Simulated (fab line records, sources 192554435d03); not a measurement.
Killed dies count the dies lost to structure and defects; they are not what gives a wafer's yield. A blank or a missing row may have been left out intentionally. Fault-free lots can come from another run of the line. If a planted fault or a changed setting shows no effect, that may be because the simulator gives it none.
Matching of chambers / flow n5 finfet / rie diel-06 running N5_FIN_CUT_ETCH_20: 4 sister chambers
The step etches SiARC in CF4, target depth 26 nm, time 43.3 s. 4 wafers are shown with their chamber, then 12 later ones without.

## WAFERS, EACH WITH ITS CHAMBER
wafer=L082.1; chamber=3; showerhead plenum p Torr (Torr)=2.10
wafer=L086.4; chamber=1; showerhead plenum p Torr (Torr)=2.23
wafer=L086.5; chamber=0; showerhead plenum p Torr (Torr)=2.21
wafer=L086.6; chamber=2; showerhead plenum p Torr (Torr)=2.04

## WAFERS MISSING THEIR CHAMBER
wafer=L087.1; showerhead plenum p Torr (Torr)=2.21
wafer=L087.5; showerhead plenum p Torr (Torr)=2.04
wafer=L087.6; showerhead plenum p Torr (Torr)=2.23
wafer=L092.2; showerhead plenum p Torr (Torr)=2.04
wafer=L092.4; showerhead plenum p Torr (Torr)=2.09
wafer=L092.5; showerhead plenum p Torr (Torr)=2.22
wafer=L093.3; showerhead plenum p Torr (Torr)=2.09
wafer=L093.5; showerhead plenum p Torr (Torr)=2.20
wafer=L093.6; showerhead plenum p Torr (Torr)=2.22
wafer=L097.3; showerhead plenum p Torr (Torr)=2.22
wafer=L097.5; showerhead plenum p Torr (Torr)=2.03
wafer=L097.6; showerhead plenum p Torr (Torr)=2.22

## THE CHAMBER EACH PASSED THROUGH
wafer=L087.1; from the rows above=0; in truth=0
wafer=L087.5; from the rows above=2; in truth=2
wafer=L087.6; from the rows above=1; in truth=1
wafer=L092.2; from the rows above=2; in truth=2
wafer=L092.4; from the rows above=3; in truth=3
wafer=L092.5; from the rows above=can't be placed: 1 or 0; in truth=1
wafer=L093.3; from the rows above=3; in truth=3
wafer=L093.5; from the rows above=0; in truth=0
wafer=L093.6; from the rows above=can't be placed: 1 or 0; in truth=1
wafer=L097.3; from the rows above=can't be placed: 1 or 0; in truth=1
wafer=L097.5; from the rows above=2; in truth=2
wafer=L097.6; from the rows above=can't be placed: 1 or 0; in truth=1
Correct placement for 8 of the 12. Cannot be placed on the basis of these rows: 4; the candidates contain the true chamber in 4. Number placed wrongly: 0.
How it was worked out, from the rows above alone: a wafer's distance from a chamber is the root of the sum, over the readings, of the square of ((its reading less the chamber's mean) divided by the reading's scatter). If the next closest chamber is less than 2 further off than the closest, the wafer can't be placed; otherwise it belongs to the closest. For every chamber, the mean is computed from those of its wafers that are shown. The scatter (one wafer shown for each chamber): square how far every hidden wafer sits from the nearest shown wafer, average those squares and take the square root.
